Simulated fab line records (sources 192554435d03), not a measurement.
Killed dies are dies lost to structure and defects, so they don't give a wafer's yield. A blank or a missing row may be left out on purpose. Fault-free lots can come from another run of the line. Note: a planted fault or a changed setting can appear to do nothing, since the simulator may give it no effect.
fab line records	flow n5_finfet
record lots=11	wafers=30	last_day=16
route steps=1938 shown BEOL_M4@1105 BEOL_M5@1130
lots untouched by any fault: they come from a run of this same line in which no faults occurred
start_h: start of the lot's first displayed wafer, in hours after the record's first day	wait_h: hours elapsed since this lot's preceding step	" unchanged from the row above	L1.1+2: a single row standing in for several wafers	- no value, or no start given	* or withheld: withheld	< > ~ a bound
route shown NAME@n: NAME is a module with steps in the file, n the number in the route of the first one	usual: mean and standard deviation over wafers with no fault	same: alike in all rows	chamber/n: place in a boat	sites: per-site readings	_std_site: the standard deviation of these	_edge_site: mean of outer sites minus mean of inner sites	radius_mm: how far each site lies from the wafer's centre	mask NAME#n: copy n	behind: the last tool/chamber to shape the wafer	hold: what put the lot on hold/how long, in hours/how the hold closed	device: names the non-switching transistor (n, p or np)	end of line: the route-end tests of the same wafers	step lacking rows: just its recipe	killed: dies that structure and defects cost at the first sort, which is not the same as the wafer's yield	map: a wafer's dies, x killed, . not, _ none there
set.NAME: the setting the step ran with; set.NAME@STEP: the setting that earlier step ran with	model.NAME: the simulator's own value behind a step, which no gauge read
a sample of lots followed through the steps of the route, with each step as a table and each wafer as a row
services: a tool's chamber out of use, with start hour (start_h, from the record's first day; less than 0 if before it), hours out, and reason
## steps
# step N5_BEOL_M4_PRE_CLEAN_60
# recipe gas=NH3/H2	time_s=15	temp_c=*	rf_power_w=300
# usual heater_power_w=92/25
lot.wafer	tool	chamber	start_h	wait_h	heater_power_w
L954.3	cvd_co-02	0	199.46	0.0	97
L954.5	"	0	"	"	93
L954.6	"	1	"	"	84
L956.1	cvd_co-01	1	205.66	0.0	145
L956.2	"	0	"	"	72
L956.6	"	1	"	"	143
L957.2	cvd_co-02	1	214.38	0.0	82
L957.6	"	1	"	"	83
L958.1	cvd_co-01	0	218.93	0.1	72
L958.3	"	2	"	"	78
L958.4	"	0	"	"	70
L959.1	cvd_co-02	0	238.15	0.0	94
L959.3	"	2	"	"	76
L959.6	"	2	"	"	76
L962.1	cvd_co-01	0	245.39	0.0	70
L962.2	"	2	"	"	76
L962.6	"	0	"	"	73
L963.1	cvd_co-01	0	246.74	0.0	73
L963.2	"	1	"	"	147
L963.3	"	2	"	"	79
L967.2	cvd_co-02	2	261.83	0.0	78
L967.5	"	2	"	"	77
L965.1	cvd_co-01	1	275.33	0.0	143
L965.6	"	2	"	"	79
L966.1	cvd_co-02	0	280.76	0.0	93
L966.3	"	2	"	"	78
L966.5	"	0	"	"	98
L971.1	cvd_co-02	1	291.57	0.0	85
L971.4	"	0	"	"	95
L971.6	"	1	"	"	83
# step N5_BEOL_M5_ETCH_72
# recipe chemistry=N2/H2	target=underlayer	target_depth_a=65	mask_material=CAR-EUV	time_s=5.2	ion_energy_ev=200	pressure_mtorr=30	source_w=840	bias_w=150	n2_flow_sccm=200	h2_flow_sccm=200	ends=cleared
# usual drypump_motor_current_A=5.8/0.55	etch_rf_on_time_s=5.20/0.17	oes_product_au=0.65/0.06	rf_vpp_V=524.0/2.7	showerhead_plenum_p_Torr=2.55/0.081	throttle_valve_pct=18.0/0.3
lot.wafer	tool	chamber	start_h	wait_h	drypump_motor_current_A	etch_rf_on_time_s	oes_product_au	rf_hours_counter_h	rf_vpp_V	showerhead_plenum_p_Torr	throttle_valve_pct
L954.3	rie_diel-01	0	202.70	0.0	6.2	5.33	0.79	5	522.1	2.51	17.3
L954.5	"	3	"	"	6.2	4.89	0.65	-	524.8	2.66	17.8
L954.6	"	2	"	"	5.7	5.28	0.63	-	529.3	2.64	18.0
L956.1	rie_diel-03	0	209.18	0.0	5.0	5.14	0.62	162	522.9	2.56	18.3
L956.2	"	3	"	"	6.4	4.86	0.74	70	522.2	2.47	17.7
L956.6	"	1	"	"	6.1	5.38	0.61	-	526.3	2.63	18.1
L957.2	rie_diel-03	3	218.30	0.0	6.4	4.87	0.74	73	521.7	2.47	17.7
L957.6	"	2	"	"	4.7	5.35	0.63	-	526.7	2.64	18.2
L958.1	rie_diel-03	3	222.41	0.0	6.3	4.89	0.73	74	522.8	2.47	17.7
L958.3	"	1	"	"	6.1	5.40	0.61	205	526.3	2.63	18.0
L958.4	"	0	"	"	5.0	5.12	0.63	166	523.0	2.55	18.3
L959.1	rie_diel-01	1	241.54	0.0	6.3	5.23	0.59	207	520.1	2.43	18.2
L959.3	"	2	"	"	5.7	5.28	0.64	182	525.0	2.63	18.0
L959.6	"	0	"	"	6.2	5.23	0.76	-	523.9	2.50	17.4
L962.1	rie_diel-01	0	248.70	0.0	6.2	5.21	0.76	20	523.5	2.50	17.4
L962.2	"	1	"	"	6.3	5.22	0.59	210	516.5	2.43	18.2
L962.6	"	1	"	"	6.3	5.28	0.59	-	519.3	2.43	18.2
L963.1	rie_diel-01	2	252.87	0.0	5.7	5.27	0.64	186	527.7	2.63	18.0
L963.2	"	0	"	"	6.2	5.24	0.74	20	522.6	2.50	17.4
L963.3	"	3	"	"	6.2	4.95	0.64	190	527.3	2.65	17.8
L967.2	rie_diel-03	2	267.88	0.0	4.7	5.38	0.62	173	527.0	2.64	18.2
L967.5	"	0	"	"	5.0	5.20	0.62	-	522.9	2.55	18.3
L965.1	rie_diel-03	1	278.53	0.0	6.1	5.46	0.59	223	526.9	2.62	18.1
L965.6	"	1	"	"	6.1	5.41	0.61	-	524.6	2.62	18.1
L966.1	rie_diel-01	3	284.36	0.0	6.2	4.91	0.63	201	525.5	2.64	17.9
L966.3	"	0	"	"	6.2	5.27	0.74	30	524.1	2.50	17.4
L966.5	"	0	"	"	6.1	5.25	0.74	-	522.6	2.50	17.4
L971.1	rie_diel-01	1	295.45	0.0	6.3	5.28	0.57	224	520.9	2.43	18.2
L971.4	"	2	"	"	5.7	5.28	0.62	201	526.2	2.62	18.1
L971.6	"	0	"	"	6.2	5.22	0.74	-	522.3	2.50	17.4
# step N5_BEOL_M5_ETCH_61
# recipe chemistry=CF4	target=SiARC	target_depth_a=156	mask_material=CAR-EUV	time_s=26	ion_energy_ev=80	pressure_mtorr=40	source_w=545	bias_w=36	Ar_flow_sccm=100	cf4_flow_sccm=100	ends=cleared
# usual drypump_motor_current_A=5.8/0.55	etch_rf_on_time_s=26.0/0.78	oes_product_au=0.65/0.058	rf_vpp_V=184.0/1.2	showerhead_plenum_p_Torr=2.14/0.067	throttle_valve_pct=15.70/0.28
lot.wafer	tool	chamber	start_h	wait_h	drypump_motor_current_A	etch_rf_on_time_s	oes_product_au	rf_hours_counter_h	rf_vpp_V	showerhead_plenum_p_Torr	throttle_valve_pct
L954.3	rie_diel-01	0	202.72	0.0	6.2	26.2	0.79	5	183.3	2.10	15.12
L954.5	"	3	"	"	6.2	24.5	0.65	-	184.8	2.23	15.44
L954.6	"	2	"	"	5.7	26.1	0.64	-	183.7	2.22	15.77
L956.1	rie_diel-03	0	209.20	0.0	5.0	25.7	0.62	162	183.8	2.14	15.88
L956.2	"	3	"	"	6.4	24.5	0.74	70	181.6	2.08	15.45
L956.6	"	1	"	"	6.1	26.8	0.60	-	185.2	2.20	15.80
L957.2	rie_diel-03	3	218.32	0.0	6.4	24.7	0.74	73	183.5	2.08	15.46
L957.6	"	2	"	"	4.7	27.0	0.64	-	184.5	2.22	16.00
L958.1	rie_diel-03	3	222.43	0.0	6.4	24.7	0.73	74	181.5	2.08	15.47
L958.3	"	1	"	"	6.1	27.1	0.61	205	184.8	2.20	15.80
L958.4	"	0	"	"	5.0	25.6	0.62	166	185.5	2.14	15.89
L959.1	rie_diel-01	1	241.56	0.0	6.2	26.3	0.59	207	182.5	2.05	15.89
L959.3	"	2	"	"	5.7	26.5	0.64	182	185.7	2.21	15.80
L959.6	"	0	"	"	6.1	26.4	0.76	-	183.7	2.10	15.14
L962.1	rie_diel-01	0	248.72	0.0	6.1	26.7	0.75	20	184.0	2.10	15.15
L962.2	"	1	"	"	6.2	26.4	0.59	210	181.6	2.04	15.88
L962.6	"	1	"	"	6.2	26.3	0.59	-	182.8	2.05	15.88
L963.1	rie_diel-01	2	252.88	0.0	5.7	26.4	0.63	186	186.5	2.21	15.80
L963.2	"	0	"	"	6.1	26.5	0.76	20	183.1	2.10	15.16
L963.3	"	3	"	"	6.2	24.7	0.64	190	185.6	2.22	15.47
L967.2	rie_diel-03	2	267.89	0.0	4.7	27.0	0.63	173	185.8	2.22	16.02
L967.5	"	0	"	"	5.0	25.9	0.61	-	184.7	2.13	15.91
L965.1	rie_diel-03	1	278.55	0.0	6.1	26.8	0.60	223	182.6	2.20	15.84
L965.6	"	1	"	"	6.1	26.9	0.60	-	184.9	2.20	15.84
L966.1	rie_diel-01	3	284.38	0.0	6.2	24.5	0.64	201	185.1	2.22	15.49
L966.3	"	0	"	"	6.2	26.2	0.74	30	182.8	2.09	15.19
L966.5	"	0	"	"	6.1	26.3	0.74	-	183.8	2.09	15.17
L971.1	rie_diel-01	1	295.46	0.0	6.2	19.5	0.69	224	184.1	2.04	15.93
L971.4	"	2	"	"	5.7	20.0	0.73	201	183.5	2.21	15.82
L971.6	"	0	"	"	6.1	26.5	0.73	-	183.1	2.09	15.17
# step N5_BEOL_M5_HM_OPEN_17
# recipe chemistry=Cl2/BCl3	target_depth_a=200	overetch_a=60	target=TiN	mask_material=SOC	ion_energy_ev=150	pressure_mtorr=10	icp_w=1000	bias_w=126	Cl2_flow_sccm=53.25	bcl3_flow_sccm=21.75	Ar_flow_sccm=25
# usual drypump_motor_current_A=5.8/0.36	oes_product_au=0.64/0.094	throttle_valve_pct=22.23/0.13
lot.wafer	tool	chamber	start_h	wait_h	drypump_motor_current_A	oes_product_au	rf_hours_counter_h	throttle_valve_pct
L954.3	rie_metal-03	0	202.94	0.1	6.4	0.59	-	22.26
L954.5	"	1	"	"	6.0	0.64	-	22.08
L954.6	"	0	"	"	6.4	0.59	-	22.22
L956.1	rie_metal-01	1	209.39	0.0	5.7	0.55	102	22.13
L956.2	"	1	"	"	5.7	0.55	-	22.15
L956.6	"	1	"	"	5.7	0.56	-	22.15
L957.2	rie_metal-03	0	218.51	0.0	6.4	0.58	69	22.25
L957.6	"	1	"	"	6.0	0.64	-	22.12
L958.1	rie_metal-03	1	222.62	0.0	6.0	0.65	44	22.11
L958.3	"	0	"	"	6.4	0.59	-	22.25
L958.4	"	1	"	"	6.0	0.64	-	22.09
L959.1	rie_metal-03	1	241.75	0.0	6.0	0.64	45	22.12
L959.3	"	1	"	"	6.0	0.64	-	22.09
L959.6	"	1	"	"	6.0	0.64	-	22.12
L962.1	rie_metal-01	1	248.92	0.0	5.7	0.56	105	22.13
L962.2	"	0	"	"	5.6	0.83	2	22.20
L962.6	"	1	"	"	5.7	0.56	-	22.14
L963.1	rie_metal-02	1	253.08	0.0	5.2	0.58	84	22.42
L963.2	"	0	"	"	5.7	0.54	111	22.45
L963.3	"	0	"	"	5.6	0.54	-	22.43
L967.2	rie_metal-03	1	268.09	0.0	6.0	0.64	47	22.10
L967.5	"	0	"	"	6.4	0.59	-	22.22
L965.1	rie_metal-01	1	278.74	0.0	5.7	0.55	107	22.15
L965.6	"	1	"	"	5.7	0.55	-	22.16
L966.1	rie_metal-03	0	284.57	0.0	6.4	0.58	74	22.24
L966.3	"	1	"	"	6.0	0.64	-	22.11
L966.5	"	0	"	"	6.4	0.58	-	22.25
L971.1	rie_metal-03	1	295.66	0.0	6.0	0.62	50	22.13
L971.4	"	1	"	"	6.0	0.63	-	22.12
L971.6	"	0	"	"	6.4	0.57	-	22.28
## services
tool	chamber	start_h	hours	kind
rie_diel-01	3	175.59	15.8	repair
rie_metal-01	-	176.41	1.3	repair
rie_diel-03	-	179.33	2.8	pm
rie_metal-01	0	193.49	-	clean
rie_metal-01	0	193.49	21.2	scheduled_down
rie_metal-01	0	193.49	21.2	vent_cycle
rie_metal-01	-	236.50	1.4	pm
rie_metal-02	1	264.88	4.3	repair
rie_metal-02	-	274.27	0.4	repair
rie_diel-01	3	288.09	4.2	repair
rie_metal-02	0	288.18	-	clean
rie_metal-02	0	288.18	23.2	scheduled_down
rie_metal-02	0	288.18	23.2	vent_cycle
## key
first_sign step=N5_BEOL_M5_ETCH_61	reading=etch_rf_on_time_s	direction=down	sigmas=8.1	usual=*	struck=*
effect none on later readings
met_at N5_BEOL_M5_ETCH_61
struck_lots L971
struck_wafers L971.1,L971.4
not_acting_at N5_BEOL_M4_PRE_CLEAN_60,N5_BEOL_M5_ETCH_72,N5_BEOL_M5_HM_OPEN_17
onset_between 284.38 295.46
fault kind=process_parameter_drift	tool=rie_diel-01	chamber=-	onset_h=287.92	steps=N5_BEOL_M5_ETCH_61	channel=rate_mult	offset=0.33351	shape=step	end_h=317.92	scope=struck_wafers_only
